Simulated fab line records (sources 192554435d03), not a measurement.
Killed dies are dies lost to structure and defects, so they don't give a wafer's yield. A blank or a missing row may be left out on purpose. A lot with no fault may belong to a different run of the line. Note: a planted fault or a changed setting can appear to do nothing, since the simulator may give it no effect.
fab line records	flow n5-finfet
record lots=9	wafers=27	last-day=17
route steps=1938 shown BEOL_M3@1020 BEOL_M4@1023 PASSIVATION@1936
lots untouched by any fault: they come from a run of this same line in which no faults occurred
start-h: hours from the record's opening day to when the first of the lot's shown wafers began	wait-h: hours since the lot's step before	" unchanged from the row above	L1.1+2: several wafers, shown together as one row	- no value present, or no start provided	* or withheld: withheld	< > ~ a bound
route shown NAME@n: NAME is a module with steps in the file, n the number in the route of the first one	usual: the fault-free wafers' mean and standard deviation	same: alike in all rows	chamber/n: place in a boat	sites: each site's reading	_std_site: the standard deviation of these	_edge_site: mean of outer sites minus mean of inner sites	radius-mm: how far each site lies from the wafer's centre	mask NAME#n: copy n	behind: the most recent tool/chamber to have shaped the wafer	hold: the reason the lot was held/the length of the hold in hours/how it ended	device: transistor that didn't switch, given as n, p or np	end of line: tests of these same wafers at the route's end	step lacking rows: just its recipe	killed: count of dies lost to structure and defects at first sort (not the wafer's yield)	map: per-die view of a wafer (x killed, . not killed, _ where there is no die)
set.NAME: the setting the step ran with; set.NAME@STEP: the setting that earlier step ran with	model.NAME: the simulator's own value behind a step, which no gauge read
route steps across a sampled set of lots; one table per step, one row per wafer
services: the hour from which a tool's chamber was out of use, counted from the record's first day as start-h (under 0 if before that day), plus the number of hours and why
## steps
# step N5_BEOL_M3_INSPECT_59
# recipe inspect-instrument=darkfield	mode=post-dep
# usual raw-defect-count=74/21
lot.wafer	tool	chamber	start-h	wait-h	raw-defect-count
L893.1	defect-inspect-02	-	157.44	0.0	73
L893.3	"	-	"	"	82
L893.6	"	-	"	"	62
L895.1	defect-inspect-02	-	168.24	0.0	93
L895.2	"	-	"	"	102
L895.5	"	-	"	"	89
L898.1	defect-inspect-02	-	186.83	0.0	86
L898.4	"	-	"	"	91
L898.6	"	-	"	"	95
L899.3	defect-inspect-02	-	195.89	0.0	54
L899.4	"	-	"	"	100
L899.5	"	-	"	"	106
L901.3	defect-inspect-02	-	218.82	0.0	48
L901.4	"	-	"	"	70
L901.5	"	-	"	"	116
L908.3	defect-inspect-02	-	252.88	0.0	105
L908.4	"	-	"	"	80
L908.6	"	-	"	"	53
L909.1	defect-inspect-01	-	260.98	0.0	51
L909.2	"	-	"	"	73
L909.6	"	-	"	"	53
L913.1	defect-inspect-01	-	279.81	0.0	62
L913.4	"	-	"	"	85
L913.5	"	-	"	"	61
L912.1	defect-inspect-02	-	290.63	0.0	100
L912.4	"	-	"	"	84
L912.6	"	-	"	"	59
# step N5_BEOL_M4_PECVD_72
# recipe material=SiO2	target-thk-a=160	temp-c=400	precursor=TEOS/O2	pressure-torr=5.5	rf-w=450	teos-flow-sccm=53.8	gas=O2	flow-sccm=3000	time-s=18
# usual heater-power-w=692/61	showerhead-plenum-p-Torr=8.79/0.045	susceptor-temp-C=399.98/0.21	throttle-valve-pct=22.5/1.3
lot.wafer	tool	chamber	start-h	wait-h	heater-power-w	showerhead-plenum-p-Torr	susceptor-temp-C	throttle-valve-pct
L893.1	pecvd-01	2	157.58	0.0	650	8.78	399.81	22.2
L893.3	"	0	"	"	714	8.82	399.98	22.9
L893.6	"	0	"	"	687	8.84	400.29	22.7
L895.1	pecvd-03	0	168.38	0.0	624	8.84	399.99	21.3
L895.2	"	2	"	"	781	8.68	400.30	21.5
L895.5	"	2	"	"	793	8.68	400.09	21.5
L898.1	pecvd-03	2	186.97	0.0	732	8.68	400.08	21.6
L898.4	"	0	"	"	736	8.86	400.04	21.6
L898.6	"	2	"	"	739	8.73	400.12	21.6
L899.3	pecvd-03	2	196.05	0.1	723	8.70	400.34	21.5
L899.4	"	0	"	"	715	8.83	400.59	21.2
L899.5	"	0	"	"	736	8.84	399.96	21.4
L901.3	pecvd-03	1	219.00	0.1	710	8.78	399.65	22.2
L901.4	"	0	"	"	651	8.85	400.06	21.4
L901.5	"	0	"	"	647	8.84	399.83	21.5
L908.3	pecvd-04	0	253.02	0.0	555	8.84	399.64	23.7
L908.4	"	2	"	"	704	8.80	400.13	20.7
L908.6	"	1	"	"	766	8.75	399.70	24.0
L909.1	pecvd-04	2	261.12	0.0	623	8.79	400.16	20.7
L909.2	"	0	"	"	595	8.81	399.78	23.8
L909.6	"	0	"	"	590	8.81	399.93	24.0
L913.1	pecvd-03	0	279.96	0.0	704	8.84	400.00	21.7
L913.4	"	1	"	"	699	8.79	399.88	21.7
L913.5	"	2	"	"	794	8.69	399.74	19.6
L912.1	pecvd-04	1	290.77	0.0	684	8.74	399.78	23.8
L912.4	"	2	"	"	660	8.79	399.94	20.8
L912.6	"	0	"	"	673	8.83	399.81	24.0
# step N5_BEOL_M4_COAT_67
# recipe resist=SOC	temp-c=250	time-s=60	spin-rpm=1500	resist-thk-nm=60
# usual plate-temp-C=249.97/0.18	spin-speed-rpm=1500.0/0.95
lot.wafer	tool	chamber	start-h	wait-h	plate-temp-C	spin-speed-rpm
L893.1	litho-track-05	0	160.13	0.0	249.98	1500.8
L893.3	"	0	"	"	249.98	1500.8
L893.6	"	0	"	"	250.02	1501.0
L895.1	litho-track-05	0	169.74	0.0	249.86	1501.5
L895.2	"	0	"	"	249.83	1500.6
L895.5	"	0	"	"	249.82	1500.4
L898.1	litho-track-05	0	189.10	0.0	249.90	1499.3
L898.4	"	0	"	"	249.98	1500.0
L898.6	"	0	"	"	249.85	1500.4
L899.3	litho-track-05	0	197.91	0.0	249.59	1625.7
L899.4	"	0	"	"	249.59	1626.0
L899.5	"	0	"	"	249.81	1626.5
L901.3	litho-track-05	0	220.39	0.0	249.94	1626.7
L901.4	"	0	"	"	249.87	1627.4
L901.5	"	0	"	"	249.88	1626.3
L908.3	litho-track-01	0	254.74	0.0	250.01	1499.7
L908.4	"	0	"	"	249.90	1500.9
L908.6	"	0	"	"	250.06	1500.9
L909.1	litho-track-01	0	262.20	0.0	250.06	1500.2
L909.2	"	0	"	"	250.21	1501.0
L909.6	"	0	"	"	250.01	1501.0
L913.1	litho-track-01	0	283.39	0.0	249.96	1499.8
L913.4	"	0	"	"	250.07	1500.3
L913.5	"	0	"	"	249.93	1497.6
L912.1	litho-track-05	0	293.70	0.0	250.12	1500.9
L912.4	"	0	"	"	250.13	1499.8
L912.6	"	0	"	"	249.85	1500.5
# step N5_BEOL_M4_ETCH_77
# recipe chemistry=N2/H2	target=underlayer	target-depth-a=65	mask-material=CAR-EUV	time-s=5.2	ion-energy-ev=200	pressure-mtorr=30	source-w=840	bias-w=150	n2-flow-sccm=200	h2-flow-sccm=200	ends=cleared
# usual drypump-motor-current-A=5.9/0.35	etch-rf-on-time-s=5.17/0.08	h2-flow-sccm=200.0/0.55	oes-product-au=0.67/0.08	rf-vpp-V=524.2/2.3	showerhead-plenum-p-Torr=2.57/0.071	throttle-valve-pct=17.9/0.31
lot.wafer	tool	chamber	start-h	wait-h	drypump-motor-current-A	etch-rf-on-time-s	h2-flow-sccm	oes-product-au	rf-hours-counter-h	rf-vpp-V	showerhead-plenum-p-Torr	throttle-valve-pct
L893.1	rie-diel-04	2	160.70	0.0	6.1	5.24	200.8	0.64	156	524.5	2.55	18.4
L893.3	"	0	"	"	6.3	5.14	200.7	0.61	221	524.9	2.62	18.0
L893.6	"	0	"	"	6.2	5.19	200.7	0.61	-	523.3	2.62	18.0
L895.1	rie-diel-05	1	170.38	0.0	5.5	5.31	199.8	0.59	183	526.1	2.64	18.0
L895.2	"	2	"	"	5.5	5.13	199.2	0.72	49	523.8	2.58	17.7
L895.5	"	0	"	"	5.7	5.17	199.2	0.73	-	527.7	2.69	17.4
L898.1	rie-diel-03	2	189.54	0.0	5.8	5.15	200.2	0.75	51	525.5	2.69	17.5
L898.4	"	3	"	"	5.5	5.25	200.0	0.62	184	524.6	2.53	18.1
L898.6	"	3	"	"	5.6	5.27	199.8	0.61	-	522.9	2.53	18.1
L899.3	rie-diel-05	2	198.47	0.0	5.5	5.12	199.9	0.72	58	524.5	2.57	17.7
L899.4	"	3	"	"	5.8	5.08	199.8	0.71	59	521.9	2.46	17.7
L899.5	"	3	"	"	5.9	5.06	200.7	0.72	-	519.1	2.46	17.7
L901.3	rie-diel-05	3	220.83	0.0	5.9	5.02	200.4	0.71	68	524.2	2.46	17.7
L901.4	"	3	"	"	5.9	5.00	199.5	0.72	-	520.0	2.46	17.7
L901.5	"	2	"	"	5.5	5.15	200.8	0.71	-	525.9	2.57	17.7
L908.3	rie-diel-04	2	255.30	0.0	6.1	5.29	199.1	0.62	193	522.3	2.53	18.4
L908.4	"	1	"	"	6.5	5.15	199.9	0.79	-	527.2	2.60	17.7
L908.6	"	2	"	"	6.1	5.29	199.3	0.62	-	521.3	2.53	18.4
L909.1	rie-diel-03	1	262.87	0.0	5.4	5.13	200.2	0.61	197	520.7	2.42	17.6
L909.2	"	2	"	"	5.8	5.09	199.6	0.73	78	527.4	2.68	17.5
L909.6	"	0	"	"	5.7	5.05	200.6	0.83	-	526.3	2.60	17.7
L913.1	rie-diel-04	3	283.96	0.0	6.3	5.16	198.9	0.62	217	523.5	2.52	18.2
L913.4	"	2	"	"	6.1	5.30	201.0	0.61	203	521.9	2.53	18.4
L913.5	"	3	"	"	6.2	5.14	200.9	0.62	-	521.2	2.52	18.2
L912.1	rie-diel-05	3	294.38	0.0	5.8	5.05	199.4	0.69	97	519.9	2.45	17.7
L912.4	"	2	"	"	5.5	5.13	200.8	0.69	94	523.3	2.56	17.8
L912.6	"	2	"	"	5.5	5.10	200.6	0.69	-	522.7	2.56	17.8
# step N5_BEOL_M4_RC_MEAS_101
# usual DIBL_N=35.9/1.3	DIBL_P=35.9/1.6	IOFF_N=0.156/0.022	IOFF_P=0.205/0.023	ION_N=675/9	ION_P=463/5.6	SS_N=71.4/0.57	SS_P=73.1/0.52	VT_N=249.7/2.8	VT_P=-250.2/2.5
lot.wafer	tool	chamber	start-h	wait-h	DIBL_N[mV/V]	DIBL_P[mV/V]	IOFF_N[nA/um]	IOFF_P[nA/um]	ION_N[uA/um]	ION_P[uA/um]	SS_N[mV/dec]	SS_P[mV/dec]	VT_N[mV]	VT_P[mV]
L893.1	prober-02	0	172.14	0.0	35.6	34.2	0.159	0.222	675	464	71.5	73.0	246.2	-248.6
L893.3	"	0	"	"	35.5	34.0	0.150	0.217	666	461	72.1	72.8	250.6	-248.1
L893.6	"	0	"	"	35.9	33.5	0.156	0.207	667	457	71.5	72.6	248.4	-250.1
L895.1	prober-02	0	178.45	0.0	35.7	36.3	0.169	0.208	679	460	71.8	73.6	247.4	-251.9
L895.2	"	0	"	"	34.0	33.5	0.136	0.173	663	454	71.2	72.4	252.1	-254.5
L895.5	"	0	"	"	36.6	37.3	0.185	0.220	680	463	72.8	72.9	247.1	-251.7
L898.1	prober-02	0	199.79	0.0	35.1	35.5	0.141	0.200	668	464	71.0	73.1	250.5	-250.8
L898.4	"	0	"	"	32.9	32.3	0.109	0.162	660	461	70.1	71.7	255.8	-251.4
L898.6	"	0	"	"	33.3	33.4	0.113	0.169	665	465	71.1	72.5	254.9	-250.0
L899.3	prober-02	0	205.60	0.3	34.7	35.5	0.136	0.218	673	467	71.1	72.3	249.2	-247.6
L899.4	"	0	"	"	37.3	38.2	0.170	0.266	675	472	72.1	73.3	248.7	-243.5
L899.5	"	0	"	"	35.3	35.8	0.142	0.223	679	474	71.8	72.5	250.7	-248.0
L901.3	prober-01	0	225.88	0.3	35.3	34.7	0.144	0.198	676	461	70.3	72.7	252.4	-253.1
L901.4	"	0	"	"	35.4	34.5	0.139	0.194	667	460	70.1	73.5	251.9	-251.6
L901.5	"	0	"	"	35.5	34.6	0.142	0.196	668	455	71.1	73.1	251.9	-250.6
L908.3	prober-01	0	262.17	0.3	35.8	35.4	0.154	0.198	684	464	71.5	72.8	249.4	-249.8
L908.4	"	0	"	"	36.7	36.7	0.179	0.222	679	465	71.5	73.8	247.4	-249.7
L908.6	"	0	"	"	33.9	33.8	0.128	0.175	664	457	71.3	72.9	250.7	-252.9
L909.1	prober-02	0	272.72	0.0	38.3	37.3	0.176	0.246	678	469	70.9	73.8	249.1	-246.2
L909.2	"	0	"	"	36.2	35.6	0.139	0.225	664	472	70.7	73.2	250.8	-244.7
L909.6	"	0	"	"	36.1	36.0	0.146	0.226	672	473	71.4	72.6	249.6	-248.5
L913.1	prober-02	0	293.45	0.0	38.2	37.6	0.172	0.217	680	462	71.6	74.0	247.7	-248.9
L913.4	"	0	"	"	37.4	36.7	0.151	0.204	663	457	71.9	73.9	251.6	-250.7
L913.5	"	0	"	"	39.1	39.4	0.197	0.249	679	463	72.1	74.4	246.0	-247.2
L912.1	prober-01	0	302.79	0.0	34.5	35.4	0.140	0.186	673	460	71.1	72.7	249.2	-253.0
L912.4	"	0	"	"	35.3	36.1	0.154	0.202	676	459	72.1	72.4	250.1	-250.4
L912.6	"	0	"	"	32.4	33.1	0.116	0.156	664	457	70.8	72.0	254.7	-251.6
# step N5_PASSIVATION_PROBE_49
# usual defect-limited-yield=91.3/1.4	killed_at_M0_to_M3=35/11	killed_at_M4_up=14/5.4	killed-at-contacts=12/6.2	killed-at-front-end=38/11	killed-at-other=4.1/2.8	killed-dies=103/17	killed-open=66/13	killed-short=34/8.2	sort_bin_5_function=5.1/0.89	sort_bin_6_memory=3.3/0.72	sort_bin_8_speed=0.00/0.0099	sort-n-pass=1077/17	sort-yield-pct=91.3/1.4
# same gross-dies=1180	killed-at-back-side=0	sort_bin_4_leakage[%]=0
lot.wafer	tool	chamber	start-h	wait-h	defect-limited-yield[%]	killed_at_M0_to_M3	killed_at_M4_up	killed-at-contacts	killed-at-front-end	killed-at-other	killed-dies	killed-open	killed-short	sort_bin_5_function[%]	sort_bin_6_memory[%]	sort_bin_8_speed[%]	sort-n-pass	sort-yield-pct[%]
L893.1	prober-02	-	266.51	0.0	90.9	39	23	16	28	1	107	77	28	4.9	3.7	0	1073	90.9
L893.3	prober-02	-	266.61	0.1	87.8	57	21	13	48	5	144	93	47	7.2	4.4	0	1036	87.8
L893.6	prober-02	-	266.76	0.3	90.8	30	19	10	48	2	109	75	26	5.6	3.5	0	1071	90.8
L912.1	prober-01	-	410.42	0.0	90.5	40	11	15	42	4	112	74	38	5.1	4.0	0	1068	90.5
L912.4	prober-01	-	410.57	0.2	87.1	75	8	17	50	2	152	93	59	8.0	3.9	0	1028	87.1
L912.6	prober-01	-	410.67	0.3	91.4	46	10	7	33	5	101	68	27	5.0	3.1	0	1079	91.4
# killed by level:class
L893.1 STI_FIN_REVEAL:geometric-particle:open=13 MOL_CONTACT_COAG:geometric-particle:open=13 BEOL_M4:geometric-particle:open=13 BEOL_M1:geometric-particle:open=9 BEOL_M2:geometric-particle:open=7 BEOL_M0_SAQP:geometric-particle:open=6 BEOL_M3:geometric-particle:open=6 STI_FIN_REVEAL:geometric-particle:short=4
L893.3 BEOL_M3:geometric-particle:open=13 STI_FIN_REVEAL:geometric-particle:open=11 MOL_CONTACT_COAG:geometric-particle:open=10 BEOL_M0_SAQP:geometric-particle:open=9 BEOL_M0_SAQP:geometric-particle:short=9 FIN_SAQP:geometric-particle:short=8 BEOL_M4:geometric-particle:open=8 BEOL_M1:geometric-particle:open=7
L893.6 STI_FIN_REVEAL:geometric-particle:open=18 MOL_CONTACT_COAG:geometric-particle:open=10 FIN_SAQP:geometric-particle:open=7 BEOL_M1:geometric-particle:open=7 FIN_SAQP:geometric-particle:short=6 BEOL_M0_SAQP:geometric-particle:short=5 BEOL_M4:geometric-particle:open=5 BEOL_M3:geometric-particle:open=4
L912.1 BEOL_M0_SAQP:geometric-particle:open=15 MOL_CONTACT_COAG:geometric-particle:open=12 BEOL_M0_SAQP:geometric-particle:short=12 GATE_CUT:geometric-particle:short=11 GATE_CUT:geometric-particle:open=8 FIN_SAQP:geometric-particle:open=7 BEOL_M4:geometric-particle:open=6 DUMMY_GATE:geometric-particle:open=4
L912.4 BEOL_M0_SAQP:geometric-particle:open=25 BEOL_M0_SAQP:geometric-particle:short=24 MOL_CONTACT_COAG:geometric-particle:open=12 FIN_SAQP:geometric-particle:open=10 STI_FIN_REVEAL:geometric-particle:open=8 BEOL_M3:geometric-particle:open=8 DUMMY_GATE:geometric-particle:open=7 FIN_SAQP:geometric-particle:short=6
L912.6 BEOL_M0_SAQP:geometric-particle:open=15 BEOL_M0_SAQP:geometric-particle:short=9 BEOL_M1:geometric-particle:open=9 BEOL_M3:geometric-particle:open=7 FIN_SAQP:geometric-particle:open=5 FIN_SAQP:geometric-particle:short=4 DUMMY_GATE:geometric-particle:open=4 MOL_CONTACT_COAG:geometric-particle:open=4
## services
tool	chamber	start-h	hours	kind
pecvd-04	-	133.72	14.6	pm
pecvd-01	-	166.23	6.0	pm
pecvd-04	0	173.37	10.2	repair
pecvd-01	-	176.61	1.2	repair
pecvd-04	2	190.12	32.7	repair
pecvd-03	1	193.83	5.5	scheduled-down
rie-diel-04	1	198.07	-	clean
rie-diel-04	1	198.07	-	consumable-replace:focus-ring
rie-diel-04	1	198.07	16.8	scheduled-down
rie-diel-04	1	198.07	16.8	vent-cycle
pecvd-03	2	198.64	13.5	repair
pecvd-03	2	212.18	-	clean
pecvd-03	2	212.18	-	consumable-replace:showerhead
pecvd-03	2	212.18	29.0	scheduled-down
pecvd-03	2	212.18	29.0	vent-cycle
rie-diel-05	0	219.57	8.4	repair
rie-diel-05	2	241.26	2.6	repair
rie-diel-04	0	242.74	-	clean
pecvd-04	-	249.40	0.3	repair
rie-diel-05	0	255.58	11.1	repair
rie-diel-04	0	266.18	6.3	repair
pecvd-03	1	266.26	5.0	scheduled-down
pecvd-01	1	277.97	7.5	repair
pecvd-04	-	292.55	1.2	repair
## key
first-sign step=N5_BEOL_M4_COAT_67	reading=spin-speed-rpm	direction=up	sigmas=99+	usual=*	struck=*
effect none on later readings
met-at N5_BEOL_M4_COAT_67
struck-lots L899,L901
not-acting-at N5_BEOL_M3_INSPECT_59,N5_BEOL_M4_PECVD_72,N5_BEOL_M4_ETCH_77
onset-between 189.10 197.91
fault kind=process-parameter-drift	tool=litho-track-05	chamber=-	onset-h=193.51	steps=N5_BEOL_M4_COAT_67	channel=spin-rpm	offset=*	shape=step	end-h=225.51	acts-in=*	stated=*
